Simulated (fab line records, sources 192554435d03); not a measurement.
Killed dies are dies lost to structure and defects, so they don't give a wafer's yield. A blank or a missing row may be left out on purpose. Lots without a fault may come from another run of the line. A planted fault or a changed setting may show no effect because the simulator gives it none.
A struck lot beside a sound one | flow n5_finfet | 39 steps out of a route of 1938
Sound: wafers L626.1, L626.3, L626.4. Struck: wafer L622.4. (L622.2 of the same lot was not struck and is left out.) The cause comes at the end.
At each step with rows: each side's tool, then ch and its chambers, then its first start. Under that, the readings that differ: sound wafers | struck wafers | difference of the means | sigmas: that difference in standard deviations of wafers without a fault.
alike: readings whose means differ by less than 2 such deviations, and words and numbers that are the same on both sides. not compared: withheld readings, readings that some wafer has no value for, bounds like >300 that may hide the same value, and numbers for which the record gives no deviation and whose values overlap.
The two part at a step that has a row with sigmas, a row that says differs or no value, or rows on one side only. Numbers that don't overlap but have no deviation are shown without sigmas and don't part them. A reading that every wafer of one side lacks parts them only if that side has two wafers or more.

first, 9 steps without rows for these wafers: N5_HKMG_FIN_DESCUM_17 (chemistry O2, time 7.9 s); N5_HKMG_FIN_ETCH_31 (etches SiARC in CF4, target depth 45.5 nm, time 75.8 s); N5_HKMG_FIN_ETCH_32 (etches SOC in N2/H2, target depth 240 nm, time 300 s); N5_HKMG_FIN_STRIP_33 (strips in N2/H2); N5_HKMG_FIN_STRIP_34 (strips in CF4); N5_HKMG_FIN_ETCH_35 (etches SOC in N2/H2, target depth 215.8 nm, time 243.4 s); N5_HKMG_FIN_STRIP_92 (strips SOC in N2/H2, time 20 s); N5_HKMG_FIN_WET_ETCH_18 (etches TiN in SC1, time 55 s, target depth 5.2 nm, rinse time 30 s); N5_HKMG_FIN_STRIP_19 (strips in N2/H2, time 360 s).
N5_HKMG_FIN_ALD_91: deposits TiN, target thk 1 nm, pulse time 1 s, purge time 3 s.
  sound on ald_metal-01 ch 1,2,3, day 9 22:41; struck on ald_metal-02 ch 3, day 8 23:02
  reading            | sound       | struck | difference | sigmas
  ald_cycles         | 47 47 47    | 41     | -6         |
  heater_power_w (W) | 895 962 848 | 1170   | +268       | +2
  alike: precursor_pulse_height_rel
then, 27 steps without rows for these wafers: N5_HKMG_FIN_COAT_85 (time 60 s, resist thk 300 nm); N5_HKMG_FIN_ETCH_86 (etches SOC in N2/H2, stops on TiN, target depth 393.2 nm); N5_HKMG_FIN_STRIP_89 (strips SOC in N2/H2, time 20 s); N5_HKMG_FIN_WET_ETCH_87 (etches TiN in SC1, time 154.2 s, target depth 4.7 nm, rinse time 30 s); N5_HKMG_FIN_STRIP_88 (strips in N2/H2, time 360 s); N5_HKMG_FIN_NWFM_ALD_20 (deposits TiAlC, target thk 2 nm, pulse time 3 s, purge time 2 s); N5_HKMG_FIN_ALD_71 (deposits TiN, target thk 1 nm, pulse time 1 s, purge time 3 s); N5_HKMG_FIN_COAT_66 (time 60 s, resist thk 300 nm); N5_HKMG_FIN_ETCH_67 (etches SOC in N2/H2, stops on TiN, target depth 388.9 nm); N5_HKMG_FIN_STRIP_90 (strips SOC in N2/H2, time 20 s); N5_HKMG_FIN_WET_ETCH_73 (etches the open film in SC1, time 42.3 s, target depth 1.3 nm, rinse time 30 s); N5_HKMG_FIN_ETCHBACK_68 (etches the open film in Cl2/Ar, stops on HfO2, target depth 0.5 nm); N5_HKMG_FIN_STRIP_69 (strips in N2/H2, time 360 s); N5_HKMG_FIN_ALD_21 (deposits TiN, target thk 1.5 nm, pulse time 1 s, purge time 3 s); N5_HKMG_FIN_ALD_72 (deposits W, target thk 2 nm, pulse time 1 s, purge time 2 s); N5_HKMG_FIN_W_FILL_22 (material W, target thk 60 nm, time 18.2 s); N5_HKMG_FIN_PRECLEAN_83 (cleans in DIW, time 57.5 s); N5_HKMG_FIN_SRD_84 (dry time 32 s); N5_HKMG_FIN_CMP_23 (polishes, stops on SiNx, t overpolish 10 s, target thk 46.326 nm); N5_HKMG_FIN_CMP_94 (polishes, stops on SiNx, t overpolish 4.7 s, target thk 43.299 nm); N5_GATE_CUT_ETCHBACK_00 (etches W in SF6/Cl2); N5_GATE_CUT_ETCH_56 (etches TiN in Cl2/Ar, target depth 21.6 nm); N5_GATE_CUT_ETCHBACK_30 (etches TiN in Cl2/Ar, target depth 3 nm); N5_GATE_CUT_VAPOR_ETCH_60 (etches HfO2 in BCl3/Cl2); N5_GATE_CUT_ETCH_58 (etches SiNx in CH3F/O2, target depth 17 nm, time 128.6 s); N5_GATE_CUT_STRIP_59 (strips in N2/H2, time 20 s); N5_GATE_CUT_PRECLEAN_31 (cleans in DIW, time 300 s).
-- the record jumps here: 4 days lie between the struck wafers' starts before and after (it left off in module GATE_CUT and takes up again in module BEOL_M4, whose first step shown is number 1111 of the route) --
N5_BEOL_M4_RC_MEAS_101:
  sound on prober-01 ch 0, day 14 10:28; struck on prober-01 ch 0, day 13 01:40
  reading             | sound                      | struck  | difference | sigmas
  IOFF_N (nA/um)      | 0.120 0.162 0.149          | 0.254   | +0.110     | +5
  IOFF_N_85C (nA/um)  | 2.5 3.2 3.0                | 4.6     | +1.7       | +5
  IOFF_N_LIN (nA/um)  | 0.061 0.076 0.071          | 0.120   | +0.051     | +6
  IOFF_N_LONG (nA/um) | 5.23e-05 5.22e-05 5.13e-05 | 8.4e-05 | +3.2e-05   | +12
  ION_N (uA/um)       | 673 677 671                | 704     | +30        | +3
  VT_N (mV)           | 253.3 248.8 249.1          | 236.0   | -14.4      | -5
  VT_N_LONG (mV)      | 275.7 278.4 277.3          | 259.6   | -17.5      | -9
  VT_N_LVT (mV)       | 98.9 94.3 94.7             | 83.9    | -12.1      | -4
  alike: DIBL_N, DIBL_P, IOFF_P, ION_P, SS_N, SS_P, VT_P, VT_P_LVT
-- the record jumps here: 5 days lie between the struck wafers' starts before and after (it left off in module BEOL_M4 and takes up again in module PASSIVATION, whose first step shown is number 1936 of the route) --
N5_PASSIVATION_PROBE_49:
  sound on prober-01, day 19 15:19; struck on prober-01, day 17 16:14
  reading                  | sound          | struck | difference | sigmas
  defect_limited_yield (%) | 89.9 89.6 90.0 | 83.7   | -6.1       | -5
  killed_at_M4_up          | 17 14 18       | 34     | +18        | +3
  killed_at_front_end      | 37 46 43       | 85     | +43        | +4
  killed_dies              | 119 123 118    | 192    | +72        | +4
  killed_on_rim            | 17 19 21       | 33     | +14        | +4
  killed_open              | 78 81 78       | 103    | +24        | +2
  sort_bin_6_memory (%)    | 4.2 4.0 3.7    | 5.2    | +1.2       | +2
  sort_n_pass              | 1061 1057 1062 | 988    | -72        | -4
  sort_yield_pct (%)       | 89.9 89.6 90.0 | 83.7   | -6.1       | -5
  alike: killed_at_M0_to_M3, killed_at_contacts, killed_at_other, killed_short, sort_bin_5_function
  not compared: sort_bin_4_leakage

WHERE THEY PART
First at N5_HKMG_FIN_ALD_91; last, within this record, at N5_PASSIVATION_PROBE_49.

WHY: what the simulator had put in
Process parameter drift: ald_metal-02, from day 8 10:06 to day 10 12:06, at N5_HKMG_FIN_ALD_91. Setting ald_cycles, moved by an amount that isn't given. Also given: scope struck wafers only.
